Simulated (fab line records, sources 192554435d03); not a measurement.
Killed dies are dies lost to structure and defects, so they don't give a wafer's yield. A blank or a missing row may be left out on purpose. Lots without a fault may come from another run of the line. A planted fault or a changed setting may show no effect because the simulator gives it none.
Problem report in the 8D (eight disciplines) form, filled by code | flow n5_finfet | the parts of the form that need people (team, actions taken, sign-off) are left out

1. THE PROBLEM
spin_speed_rpm at N5_MOL_CONTACT_COAG_COAT_77 reads a mean of 1459.6 rpm on 6 wafers of 2 lots; wafers without a fault read 1499.9 rpm with a standard deviation of 0.97. That is -42 standard deviations from the usual mean.
The step: time 60 s, resist thk 10 nm.
First seen on wafer L254.2, day 7 05:47, on litho_track-04. The record holds 18 wafers of 6 lots with a number at this step. Rule for "out", or "out of limits": more than 4 standard deviations from the usual mean. The other wafers with a number count as sound.

2. WHAT IT IS AND WHAT IT IS NOT
question                    | is                     | is not
which readings at this step | spin_speed_rpm         | dispense_pressure_kPa
which lots                  | L254, L255             | L249, L261, L262, L268
which wafers of those lots  | all that have a number | -
read on which tools         | litho_track-04         | litho_track-03, litho_track-05
when                        | from day 7 05:47       | up to then (3 sound wafers); but 9 sound wafers of L261, L262, L268 came after

3. SUSPECTS, AND WHAT RULES EACH OUT
Counting: a tool at a process step up to the reading stays a suspect if it ran every lot that is out and no sound lot after the first of them.
- ald_sin-01 at N5_MOL_CONTACT_COAG_ALD_123 (deposits SiNx, target thk 5 nm, pulse time 1 s, purge time 2 s): ruled out as a lasting fault. Sound lots L261 ran on it after its first lot that is out, L254 (day 7 05:13).
- litho_track-04 at N5_MOL_CONTACT_COAG_COAT_77 (time 60 s, resist thk 10 nm): kept. It ran every lot that is out, first L254 (day 7 05:47), and no sound lot after that; its last sound lot up to then is L249 (day 5 23:32). Its own readings are out on those wafers: spin_speed_rpm.
Left after counting: litho_track-04 at N5_MOL_CONTACT_COAG_COAT_77.

4. THE CAUSE (what the simulator had put in)
Process parameter drift: litho_track-04, from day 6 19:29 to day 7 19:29, at N5_MOL_CONTACT_COAG_COAT_77. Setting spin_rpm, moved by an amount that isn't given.
Counting left only this tool.

5. THE CHAIN OF EFFECTS, in route order
Each row: a reading whose mean over the struck wafers that have a number lies more than 3 standard deviations from the usual. Only readings for which the record gives a usual standard deviation are gone through. hours: the time from each lot's start at the first step in this table that gives one to its start at this step, as a median over the lots. sigmas: the change in usual standard deviations.
hours | step                        | reading        | usual      | on struck wafers | change | sigmas
0     | N5_MOL_CONTACT_COAG_COAT_77 | spin_speed_rpm | 1499.9 rpm | 1459.6           | -40.3  | -42
The process steps in it:
- N5_MOL_CONTACT_COAG_COAT_77: time 60 s, resist thk 10 nm.
Later measuring or inspecting steps at which every struck wafer that the step has a row for has a number for every such reading, and none has moved that far: N5_MOL_CONTACT_COAG_CD_MEAS_84, N5_MOL_CONTACT_COAG_OVL_MEAS_85, N5_MOL_CONTACT_COAG_INSPECT_57, N5_BEOL_M4_RC_MEAS_101.

6. WHAT WOULD HAVE CAUGHT IT SOONER
In this record the first reading out of limits was taken at day 7 05:47, 10 hours after the fault began at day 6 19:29.
